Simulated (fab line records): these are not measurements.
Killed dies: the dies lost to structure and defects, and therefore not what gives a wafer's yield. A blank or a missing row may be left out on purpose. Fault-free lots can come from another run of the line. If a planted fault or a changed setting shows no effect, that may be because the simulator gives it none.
Which of the tools did it? | flow nand-harc | 45 wafers from 15 lots sampled at 4 of the route's 1302 steps

WHAT THE GAUGES READ, wafer by wafer
The record holds no reading of a measuring or inspecting step that can be judged against a usual standard deviation.

TOOL THAT RAN EACH LOT (tool first, then ch and the chambers of the sampled wafers, then the start)
lot  | NHARC_A_CONTACT_ETCH_114             | NHARC_A_CONTACT_ETCH_118             | NHARC_A_CONTACT_ETCH_122             | NHARC_A_CONTACT_DEP_58
L235 | har-cap-etch-03 ch 0,1, day 21 22:25 | har-cap-etch-03 ch 0,1, day 21 23:07 | har-cap-etch-03 ch 0,1, day 21 23:47 | pecvd-01 ch 0,1,2, day 22 07:47
L237 | har-cap-etch-02 ch 0,1, day 23 02:43 | har-cap-etch-02 ch 0,1, day 23 03:23 | har-cap-etch-02 ch 0,1, day 23 04:04 | pecvd-03 ch 0,1,2, day 23 09:44
L238 | har-cap-etch-01 ch 0,1, day 23 20:44 | har-cap-etch-01 ch 0,1, day 23 21:39 | har-cap-etch-01 ch 0,1, day 23 22:34 | pecvd-04 ch 0,2, day 24 05:59
L239 | har-cap-etch-03 ch 0,1, day 23 22:26 | har-cap-etch-03 ch 0,1, day 23 23:21 | har-cap-etch-03 ch 0,1, day 24 00:16 | pecvd-04 ch 0,1,2, day 24 08:09
L243 | har-cap-etch-03 ch 0, day 26 08:37   | har-cap-etch-03 ch 0, day 26 09:18   | har-cap-etch-03 ch 0, day 26 09:59   | pecvd-04 ch 1,2, day 26 18:51
L244 | har-cap-etch-01 ch 0,1, day 26 09:29 | har-cap-etch-01 ch 0,1, day 26 10:10 | har-cap-etch-01 ch 0,1, day 26 10:50 | pecvd-01 ch 0, day 26 19:14
L245 | har-cap-etch-01 ch 0,1, day 27 02:15 | har-cap-etch-01 ch 0,1, day 27 02:56 | har-cap-etch-01 ch 0,1, day 27 03:37 | pecvd-01 ch 1,2, day 27 12:19
L248 | har-cap-etch-03 ch 0,1, day 28 04:41 | har-cap-etch-03 ch 0,1, day 28 05:37 | har-cap-etch-03 ch 0,1, day 28 06:31 | pecvd-04 ch 1,2, day 28 14:54
L249 | har-cap-etch-01 ch 0,1, day 28 09:26 | har-cap-etch-01 ch 0,1, day 28 10:08 | har-cap-etch-01 ch 0,1, day 28 10:49 | pecvd-03 ch 0,2, day 28 22:45
L252 | har-cap-etch-02 ch 0,1, day 29 00:04 | har-cap-etch-02 ch 0,1, day 29 00:44 | har-cap-etch-02 ch 0,1, day 29 01:25 | pecvd-04 ch 0,1,2, day 29 13:03
L251 | har-cap-etch-03 ch 0,1, day 29 04:23 | har-cap-etch-03 ch 0,1, day 29 05:05 | har-cap-etch-03 ch 0,1, day 29 05:46 | pecvd-03 ch 0,1,2, day 29 15:28
L253 | har-cap-etch-01 ch 0,1, day 30 04:16 | har-cap-etch-01 ch 0,1, day 30 04:57 | har-cap-etch-01 ch 0,1, day 30 05:38 | pecvd-04 ch 1,2, day 30 11:14
L254 | har-cap-etch-02 ch 0, day 30 06:22   | har-cap-etch-02 ch 0, day 30 07:03   | har-cap-etch-02 ch 0, day 30 07:43   | pecvd-03 ch 0,1,2, day 30 13:28
L256 | har-cap-etch-01 ch 0,1, day 30 23:55 | har-cap-etch-01 ch 0,1, day 31 00:37 | har-cap-etch-01 ch 0,1, day 31 01:17 | pecvd-04 ch 0,2, day 31 07:21
L255 | har-cap-etch-02 ch 0,1, day 31 05:11 | har-cap-etch-02 ch 0,1, day 31 05:53 | har-cap-etch-02 ch 0,1, day 31 06:34 | pecvd-04 ch 1,2, day 31 12:23
- NHARC_A_CONTACT_ETCH_114: etches the open film in C4F8/O2/Ar, time 190 s, target depth 1850 nm.
- NHARC_A_CONTACT_ETCH_118: etches the open film in C4F8/O2/Ar, time 190 s, target depth 1850 nm.
- NHARC_A_CONTACT_ETCH_122: etches the open film in C4F8/O2/Ar, time 190 s, target depth 1850 nm.
- NHARC_A_CONTACT_DEP_58: deposits SiON, target thk 90 nm.

AS READ BY THE TOOLS THEMSELVES (means over the sampled wafers that have a number; for cases with no such wafer, the mark the record gives instead)
NHARC_A_CONTACT_DEP_58.
lot  | tool     | chamber-pressure-Torr (Torr) | heater-power-outer-w (W) | heater-power-w (W)
L235 | pecvd-01 | 3.501                        | 420                      | 732
L237 | pecvd-03 | 3.497                        | 436                      | 720
L238 | pecvd-04 | 3.502                        | 433                      | 698
L239 | pecvd-04 | 3.501                        | 416                      | 691
L243 | pecvd-04 | -                            | -                        | -
L244 | pecvd-01 | -                            | -                        | -
L245 | pecvd-01 | -                            | -                        | -
L248 | pecvd-04 | 3.506                        | 418                      | 670
L249 | pecvd-03 | 3.499                        | 412                      | 608
L252 | pecvd-04 | 3.496                        | 425                      | 697
L251 | pecvd-03 | 3.499                        | 456                      | 738
L253 | pecvd-04 | 3.495                        | 384                      | 625
L254 | pecvd-03 | 3.498                        | 453                      | 731
L256 | pecvd-04 | 3.486                        | 445                      | 749
L255 | pecvd-04 | 3.497                        | 377                      | 607

THE ANSWER, worked out from the rows above alone
Rule: what is usual is taken from the lots themselves. Put in order of their means at a reading, lots are off if they are a third of the lots or fewer, leave a main group of 4 or more, and stand apart from it by a gap of 3 or more times the standard deviation of the main group's means; of several such gaps the widest counts. A main group whose means are all the same, to the digits that the tables above print for the reading, isn't used. A lot without any number at a reading at which 4 lots or more have one is off too. The other lots that the step has rows for count as sound. The gauges are gone through in route order, then the tools' own readings, and for those a lot's mean is taken as printed above. At the first step where some lot is off, the reading lying furthest off is the one used; lots without a number count as furthest.
Off: L243, L244, L245 (NHARC_A_CONTACT_DEP_58, chamber-pressure-Torr). Without a number there: L243, L244, L245. Main group: mean 3.498 Torr, sd 0.0046.
A tool fits if, at that step or a process step before it, it ran every lot that is off, and no sound lot after the first of them. Not one of the candidates tried fits.

WHAT THE SIMULATOR HAD PUT IN
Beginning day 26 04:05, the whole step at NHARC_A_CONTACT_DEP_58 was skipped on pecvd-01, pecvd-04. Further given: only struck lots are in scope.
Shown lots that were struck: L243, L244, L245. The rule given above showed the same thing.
